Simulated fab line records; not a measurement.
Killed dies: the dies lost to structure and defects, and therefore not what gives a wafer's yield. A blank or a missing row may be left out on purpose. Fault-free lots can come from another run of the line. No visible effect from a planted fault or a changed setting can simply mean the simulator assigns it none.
Which of the tools did it?	flow n5Finfet	10 lots, 28 wafers sampled, at 2 steps of a route of 1938

WHAT THE GAUGES READ, wafer by wafer
N5_PASSIVATION_INSPECT_61: inspects for defects (macro).
lot	measured	on	rawDefectCount
L404	day 13 09:47	defectInspect-02	6 1 1
L403	day 13 14:22	defectInspect-02	1 2 0
L410	day 14 14:37	defectInspect-01	2 2 0
L412	day 15 05:31	defectInspect-02	1 1
L414	day 16 01:39	defectInspect-02	1 2
L420	day 17 08:13	defectInspect-02	3 2 2
L421	day 18 01:00	defectInspect-01	1 0 1
L424	day 18 21:05	defectInspect-01	5 2 5
L425	day 19 11:58	defectInspect-02	0 0 2
L426	day 19 20:17	defectInspect-01	1 4 1

EACH LOT AND THE TOOL THAT RAN IT (in order: tool; ch and the chambers of the sampled wafers; start)
lot	N5_MIM_BOT_LITHO_DESCUM_10
L404	rieDiel-04 ch 0,2,3, day 13 07:48
L403	rieDiel-03 ch 0,1,3, day 13 12:53
L410	rieDiel-04 ch 0,1,3, day 14 12:56
L412	rieDiel-04 ch 1,3, day 15 01:44
L414	rieDiel-05 ch 0,2, day 15 23:13
L420	rieDiel-03 ch 0,1,3, day 17 03:44
L421	rieDiel-05 ch 1,3, day 17 22:51
L424	rieDiel-04 ch 0,2,3, day 18 16:58
L425	rieDiel-03 ch 0,2, day 19 10:16
L426	rieDiel-05 ch 0,1, day 19 18:28
- N5_MIM_BOT_LITHO_DESCUM_10: chemistry O2, time 7.9 s.

WHAT THE TOOLS THEMSELVES READ (means of the sampled wafers that have a number; where no wafer has one, the mark that the record gives instead)
N5_MIM_BOT_LITHO_DESCUM_10.
lot	tool	chamberPressureMTorr (mTorr)	drypumpMotorCurrentA (A)	oesProductAu (a.u.)	rfVppV (V)	showerheadPlenumPTorr (Torr)	throttleValvePct (%)
L404	rieDiel-04	20.015	5.8	0.78	244.0	2.15	20.58
L403	rieDiel-03	19.992	5.2	0.83	243.1	2.08	20.36
L410	rieDiel-04	19.987	6.2	0.75	243.1	2.11	20.53
L412	rieDiel-04	19.999	6.2	0.77	244.1	2.13	20.37
L414	rieDiel-05	19.980	5.8	0.79	242.8	2.10	20.23
L420	rieDiel-03	19.994	5.2	0.80	243.3	2.07	20.40
L421	rieDiel-05	19.996	5.6	0.90	242.7	2.09	20.32
L424	rieDiel-04	20.015	5.8	0.91	243.4	2.14	20.37
L425	rieDiel-03	19.978	5.3	0.77	243.1	2.09	20.67
L426	rieDiel-05	19.995	5.4	0.87	243.6	2.10	20.31

THE ANSWER, worked out from the rows above alone
Rule: what is usual is taken from the lots themselves. Put in order of their means at a reading, lots are off if they are a third of the lots or fewer, leave a main group of 4 or more, and stand apart from it by a gap of 3 or more times the standard deviation of the main group's means; of several such gaps the widest counts. The tables above print the reading to a certain number of digits; a main group whose means all agree to those digits is not used. Also off: a lot with no number at a reading for which 4 or more lots have one. All remaining lots with rows at the step are treated as sound. First the gauges in route order, then the tools' own readings, where a lot's mean is used as printed above. At the first step where some lot is off, the reading lying furthest off is the one used; lots without a number count as furthest.
None of the lots is off at any reading shown; this tells nothing.

WHAT THE SIMULATOR HAD PUT IN
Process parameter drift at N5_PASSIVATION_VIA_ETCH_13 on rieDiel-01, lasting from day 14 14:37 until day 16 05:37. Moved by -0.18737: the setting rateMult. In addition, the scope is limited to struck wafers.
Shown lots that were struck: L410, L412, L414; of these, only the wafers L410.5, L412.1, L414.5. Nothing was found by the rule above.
